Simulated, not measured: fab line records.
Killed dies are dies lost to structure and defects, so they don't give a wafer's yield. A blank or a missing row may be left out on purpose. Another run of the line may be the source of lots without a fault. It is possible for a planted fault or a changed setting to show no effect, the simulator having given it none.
Which tool is to blame? ; flow n5 finfet ; 30 wafers from 10 lots sampled at 5 of the route's 1938 steps

WHAT EACH GAUGE READ, for each wafer
N5_BEOL_M1_THK_MEAS_53: measures by xrf. Usual: M1_THK 40.9 nm, standard deviation 1.5.
lot;measured;on;M1_THK (nm);flag
L586;day 7 00:36;film metro-01;38.7 40.6 40.9;
L587;day 7 17:35;film metro-01;41.4 41.3 41.4;
L590;day 7 22:48;film metro-02;39.3 39.5 40.1;
L591;day 8 00:38;film metro-02;40.2 40.0 42.6;
L592;day 8 11:10;film metro-02;41.0 42.5 43.9;
L593;day 8 13:13;film metro-02;40.3 42.3 42.4;
L594;day 8 15:58;film metro-02;44.4 42.7 42.6;
L606;day 11 17:46;film metro-02;40.5 42.6 41.4;
L607;day 12 01:50;film metro-02;38.6 38.9 41.1;
L608;day 12 11:19;film metro-01;38.8 40.3 38.5;

N5_BEOL_M4_RC_MEAS_101. Usual: DIBL_N 35.9 mV/V, standard deviation 1.4; DIBL_P 35.9 mV/V, standard deviation 1.7; IOFF_N 0.160 nA/um, standard deviation 0.026; IOFF_P 0.21 nA/um, standard deviation 0.036; ION_N 672 uA/um, standard deviation 11; ION_P 461 uA/um, standard deviation 8.1; SS_N 71.4 mV/dec, standard deviation 0.54; SS_P 73.2 mV/dec, standard deviation 0.67; VT_N 249.3 mV, standard deviation 2.7; VT_P -250 mV, standard deviation 3.9.
lot;measured;on;DIBL_N (mV/V);DIBL_P (mV/V);IOFF_N (nA/um);IOFF_P (nA/um);ION_N (uA/um);ION_P (uA/um);SS_N (mV/dec);SS_P (mV/dec);VT_N (mV);VT_P (mV);flag
L586;day 8 04:54;prober-01;34.3 38.8 36.5;33.6 39.7 35.2;0.129 0.233 0.155;0.19 0.29 0.22;660 687 672;462 468 457;71.6 72.8 72.1;72.8 74.8 73.3;250.5 243.2 251.0;-248 -244 -247;
L587;day 9 00:26;prober-01;34.8 36.4 32.5;34.6 37.3 32.9;0.127 0.172 0.114;0.20 0.26 0.19;660 683 669;460 474 470;71.4 71.5 70.7;71.7 73.3 72.3;253.8 250.2 250.5;-248 -246 -247;
L590;day 9 14:31;prober-01;37.4 37.1 35.0;35.6 36.0 33.4;0.178 0.178 0.136;0.20 0.21 0.16;674 686 664;456 458 448;71.8 71.6 71.7;73.3 73.6 72.4;247.8 249.2 253.0;-255 -253 -255;
L591;day 9 05:35;prober-01;35.8 37.2 35.4;37.4 38.3 36.6;0.168 0.183 0.158;0.24 0.24 0.21;689 681 666;473 463 459;71.4 71.7 70.7;73.3 73.6 73.8;248.0 246.9 249.3;-249 -247 -252;
L592;day 9 16:41;prober-01;36.4 36.4 35.4;34.8 35.9 34.2;0.153 0.160 0.147;0.20 0.23 0.20;671 677 670;464 474 465;71.4 71.3 70.6;73.4 73.2 72.6;250.6 248.7 249.6;-250 -247 -246;
L593;day 10 06:41;prober-02;36.4 34.8 36.5;37.4 35.2 36.9;0.167 0.132 0.172;0.19 0.16 0.20;688 673 679;457 456 463;70.5 71.3 70.6;74.0 73.0 73.3;249.1 249.8 248.2;-254 -256 -251;
L594;day 10 05:20;prober-02;35.6 35.7 36.2;34.3 35.1 34.6;0.140 0.142 0.146;0.19 0.19 0.19;666 663 670;456 457 462;71.3 70.9 71.1;72.4 72.9 72.4;253.3 251.2 250.4;-252 -250 -250;
L606;day 13 03:45;prober-02;40.2 35.4 37.4;39.1 34.9 37.0;0.228 0.132 0.165;0.27 0.19 0.22;677 672 682;468 462 465;72.5 70.7 71.2;74.4 72.5 73.3;246.0 252.0 247.7;-248 -254 -249;
L607;day 13 21:41;prober-01;36.2 35.4 34.2;37.0 37.1 34.5;0.186 0.171 0.136;0.23 0.22 0.18;670 690 660;458 465 451;72.1 71.6 71.1;73.9 74.4 72.8;245.1 248.0 251.7;-248 -250 -253;
L608;day 14 04:16;prober-02;36.1 35.0 38.2;36.2 35.4 39.4;0.149 0.136 0.190;0.18 0.17 0.24;665 678 675;456 459 462;71.0 70.9 71.5;72.9 73.7 74.2;252.6 253.1 249.5;-253 -255 -248;

EACH LOT AND THE TOOL THAT RAN IT (in order: tool; ch and the chambers of the sampled wafers; start)
lot;N5_BEOL_M1_CMP_52;N5_BEOL_M1_DEP_57;N5_BEOL_M2_COAT_05
L586;cmp-02 ch 2,3, day 7 00:20;pecvd-03 ch 0,1,2, day 7 00:47;litho track-04 ch 0, day 7 01:53
L587;cmp-01 ch 0,2,3, day 7 17:22;pecvd-03 ch 0,2, day 7 17:47;litho track-02 ch 0, day 7 18:34
L590;cmp-02 ch 0,3, day 7 22:31;pecvd-03 ch 0,1,2, day 7 23:00;litho track-02 ch 0, day 8 01:19
L591;cmp-02 ch 0,1,3, day 8 00:20;pecvd-03 ch 0,1, day 8 00:49;litho track-04 ch 0, day 8 01:49
L592;cmp-01 ch 0,3, day 8 10:53;pecvd-03 ch 0,2, day 8 11:22;litho track-04 ch 0, day 8 12:05
L593;cmp-01 ch 1,2,3, day 8 13:00;pecvd-02 ch 2, day 8 13:26;litho track-03 ch 0, day 8 15:32
L594;cmp-01 ch 1,2,3, day 8 15:40;pecvd-03 ch 1,2, day 8 16:09;litho track-04 ch 0, day 8 17:24
L606;cmp-04 ch 2,3, day 11 17:29;pecvd-02 ch 1,2, day 11 17:58;litho track-04 ch 0, day 11 21:53
L607;cmp-02 ch 0,3, day 12 01:33;pecvd-03 ch 0,1, day 12 02:02;litho track-03 ch 0, day 12 03:15
L608;cmp-02 ch 0,2,3, day 12 11:04;pecvd-03 ch 0,1,2, day 12 11:31;litho track-03 ch 0, day 12 12:28
- N5_BEOL_M1_CMP_52: polishes, stops on SiOC, t overpolish 6.8 s, target thk 40 nm.
- N5_BEOL_M1_DEP_57: deposits SiCN from 3MS/NH3, target thk 8 nm, time 14 s.
- N5_BEOL_M2_COAT_05: resist thk 30 nm.

AS READ BY THE TOOLS THEMSELVES (means over the sampled wafers that have a number; for cases with no such wafer, the mark the record gives instead)
N5_BEOL_M1_CMP_52. Usual: barrier field endpoint s 24.9 s, standard deviation 0.73; motor current A 6.2 A, standard deviation 0.74; overpolish run s 6.800 s, standard deviation 0.0089; time to endpoint s 64 s, standard deviation 4.
lot;tool;barrier field endpoint s (s);motor current A (A);overpolish run s (s);time to endpoint s (s);flag
L586;cmp-02;24.6;6.5;6.809;63;
L587;cmp-01;25.3;5.8;6.799;68;
L590;cmp-02;24.1;6.4;6.803;58;
L591;cmp-02;23.6;6.2;6.795;60;
L592;cmp-01;25.9;6.0;6.796;70;
L593;cmp-01;25.4;5.6;6.792;67;
L594;cmp-01;25.4;5.5;6.803;65;
L606;cmp-04;25.3;6.1;6.800;66;
L607;cmp-02;25.3;6.7;6.809;66;
L608;cmp-02;24.9;6.5;6.797;64;

N5_BEOL_M1_DEP_57. Usual: showerhead plenum p Torr 3.666 Torr, standard deviation 0.013; throttle valve pct 9.0 %, standard deviation 0.44.
lot;tool;showerhead plenum p Torr (Torr);throttle valve pct (%);flag
L586;pecvd-03;3.667;9.0;
L587;pecvd-03;3.664;9.0;
L590;pecvd-03;3.671;8.9;
L591;pecvd-03;3.653;9.3;
L592;pecvd-03;3.674;8.8;
L593;pecvd-02;3.662;8.6;
L594;pecvd-03;3.669;8.8;
L606;pecvd-02;3.663;8.7;
L607;pecvd-03;3.669;9.3;
L608;pecvd-03;3.667;9.1;

N5_BEOL_M2_COAT_05. Usual: chill plate temp C 23.01 C, standard deviation 0.11; dispense pressure kPa 45.3 kPa, standard deviation 1.6; spin speed rpm 1500.1 rpm, standard deviation 1.3.
lot;tool;chill plate temp C (C);dispense pressure kPa (kPa);spin speed rpm (rpm);flag
L586;litho track-04;22.97;43.8;1500.7;
L587;litho track-02;22.84;47.7;1501.2;
L590;litho track-02;23.11;47.7;1500.1;
L591;litho track-04;23.12;43.8;1500.6;
L592;litho track-04;22.98;43.8;1340.8;OFF
L593;litho track-03;22.99;46.2;1499.7;
L594;litho track-04;23.05;43.8;1339.0;OFF
L606;litho track-04;22.98;43.9;1499.8;
L607;litho track-03;22.90;46.3;1501.1;
L608;litho track-03;23.00;46.2;1499.9;

THE ANSWER, worked out from the rows above alone
Rule: a lot counts as off when the mean over its wafers that have a number is more than 3 standard deviations away from the usual mean. A lot without any number at a reading at which 4 lots or more have one is off too. All remaining lots with rows at the step are treated as sound. The gauges are gone through in route order, then the tools' own readings, and for those a lot's mean is taken as printed above. The first step at which some lot is off is used, and at that step the reading that is off furthest; a lot without a number counts as furthest.
Off: L592, L594, at N5_BEOL_M2_COAT_05 (spin speed rpm).
A tool fits if, at that step or a process step before it, it ran every lot that is off, and no sound lot after the first of them. No candidate that was tried fits.

WHAT WAS PUT IN BY THE SIMULATOR
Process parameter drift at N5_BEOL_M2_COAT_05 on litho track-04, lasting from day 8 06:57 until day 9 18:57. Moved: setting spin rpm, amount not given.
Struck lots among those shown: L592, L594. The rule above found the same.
